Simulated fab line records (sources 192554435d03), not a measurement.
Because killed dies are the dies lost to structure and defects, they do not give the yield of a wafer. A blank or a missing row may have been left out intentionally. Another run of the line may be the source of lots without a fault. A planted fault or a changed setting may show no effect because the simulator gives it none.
Chamber matching + flow n5Finfet + N5_FIN_SAQP_PECVD_48 on pecvd-04 has 3 sister chambers
The step deposits SiNx from SiH4/NH3/N2, target thk 25 nm, time 22.1 s. 14 wafers are shown with their chamber, then 7 later ones without.

## WAFERS, EACH WITH ITS CHAMBER
| wafer  | chamber | showerheadPlenumPTorr (Torr) | throttleValvePct (%) | heaterPowerW (W) |
|--------|---------|------------------------------|----------------------|------------------|
| L297.2 | 0       | 5.14                         | 38.5                 | 868              |
| L297.3 | 2       | 5.07                         | 39.0                 | 695              |
| L297.5 | 1       | 5.05                         | 40.7                 | 610              |
| L299.1 | 0       | 5.12                         | 38.7                 | 931              |
| L299.2 | 1       | 5.06                         | 40.5                 | 572              |
| L299.5 | 1       | 5.04                         | 40.7                 | 575              |
| L300.2 | 0       | 5.14                         | 38.6                 | 789              |
| L300.4 | 0       | 5.14                         | 38.6                 | 811              |
| L300.6 | 1       | 5.06                         | 40.8                 | 603              |
| L309.1 | 1       | 5.06                         | 40.4                 | 540              |
| L309.3 | 2       | 5.06                         | 37.8                 | 628              |
| L309.4 | 2       | 5.04                         | 37.7                 | 633              |
| L313.1 | 0       | 5.14                         | 39.1                 | 919              |
| L313.3 | 1       | 5.05                         | 40.6                 | 610              |

SIGNATURES (means of the wafers above)
| reading               | chamber 0 | chamber 1 | chamber 2 | scatter within a chamber |
|-----------------------|-----------|-----------|-----------|--------------------------|
| showerheadPlenumPTorr | 5.1360    | 5.0533    | 5.0567    | 0.0101                   |
| throttleValvePct      | 38.700    | 40.617    | 38.167    | 0.354                    |
| heaterPowerW          | 863.60    | 585.00    | 652.00    | 45.3                     |
Rule: distance of a wafer from a chamber = root of the sum over the readings of ((wafer's reading minus chamber's mean) / reading's scatter) squared. The wafer belongs to the nearest chamber; if the next one is less than 2 further off, it can't be placed. How the scatter is found: for the shown wafers, subtract from each reading the mean of its chamber, square and add these, divide the total by (wafers less chambers), then take the root.

## WAFERS WITHOUT THEIR CHAMBER
| wafer  | showerheadPlenumPTorr (Torr) | throttleValvePct (%) | heaterPowerW (W) |
|--------|------------------------------|----------------------|------------------|
| L313.6 | 5.14                         | 38.9                 | 926              |
| L316.2 | 5.13                         | 39.1                 | 758              |
| L316.4 | 5.07                         | 40.6                 | 538              |
| L316.6 | 5.05                         | 38.3                 | 626              |
| L317.2 | 5.06                         | 40.6                 | 629              |
| L317.5 | 5.07                         | 38.0                 | 725              |
| L317.6 | 5.07                         | 40.6                 | 627              |

## CHAMBER TAKEN BY EACH
| wafer  | from the rows above | in truth |
|--------|---------------------|----------|
| L313.6 | 0                   | 0        |
| L316.2 | 0                   | 0        |
| L316.4 | 1                   | 1        |
| L316.6 | 2                   | 2        |
| L317.2 | 1                   | 1        |
| L317.5 | 2                   | 2        |
| L317.6 | 1                   | 1        |
Placed correctly: 7 of 7. Left unplaced by these rows: 0. Wrongly placed: 0.
